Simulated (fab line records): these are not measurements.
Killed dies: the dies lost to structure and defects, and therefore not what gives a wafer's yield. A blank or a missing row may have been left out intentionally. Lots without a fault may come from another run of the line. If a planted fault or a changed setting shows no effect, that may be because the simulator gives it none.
Matching of chambers || flow nand_harc || NHARC_A_STAIRCASE_DEP_151 on pecvd-02: 3 sister chambers
The step deposits SiO2, target thk 7200 nm. 3 wafers are shown with their chamber, then 7 later ones without.

## EACH WAFER AND ITS CHAMBER
{"wafer": "L084.2", "chamber": 0, "heater_power_w (W)": 703}
{"wafer": "L086.3", "chamber": 1, "heater_power_w (W)": 672}
{"wafer": "L086.5", "chamber": 2, "heater_power_w (W)": 723}

## WAFERS WITHOUT THEIR CHAMBER
{"wafer": "L086.6", "heater_power_w (W)": 581}
{"wafer": "L089.1", "heater_power_w (W)": 743}
{"wafer": "L089.5", "heater_power_w (W)": 600}
{"wafer": "L089.6", "heater_power_w (W)": 736}
{"wafer": "L096.2", "heater_power_w (W)": 722}
{"wafer": "L096.4", "heater_power_w (W)": 581}
{"wafer": "L096.6", "heater_power_w (W)": 758}

## WHICH CHAMBER EACH WENT THROUGH
{"wafer": "L086.6", "from the rows above": "can't be placed: 1 or 0 or 2", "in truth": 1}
{"wafer": "L089.1", "from the rows above": "can't be placed: 2 or 0 or 1", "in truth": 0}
{"wafer": "L089.5", "from the rows above": "can't be placed: 1 or 0 or 2", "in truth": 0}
{"wafer": "L089.6", "from the rows above": "can't be placed: 2 or 0 or 1", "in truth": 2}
{"wafer": "L096.2", "from the rows above": "can't be placed: 2 or 0 or 1", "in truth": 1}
{"wafer": "L096.4", "from the rows above": "can't be placed: 1 or 0 or 2", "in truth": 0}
{"wafer": "L096.6", "from the rows above": "can't be placed: 2 or 0 or 1", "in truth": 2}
Correctly placed: 0 of 7. Can't be placed from these rows: 7 (the true chamber is among the candidates in 7). Number placed wrongly: 0.
How it was worked out, from the rows above alone: a wafer's distance from a chamber is the root of the sum, over the readings, of the square of ((its reading less the chamber's mean) divided by the reading's scatter). If the next closest chamber is less than 2 further off than the closest, the wafer can't be placed; otherwise it belongs to the closest. The mean given for a chamber averages the wafers shown for that chamber. The scatter (one wafer shown for each chamber): square how far every hidden wafer sits from the nearest shown wafer, average those squares and take the square root.
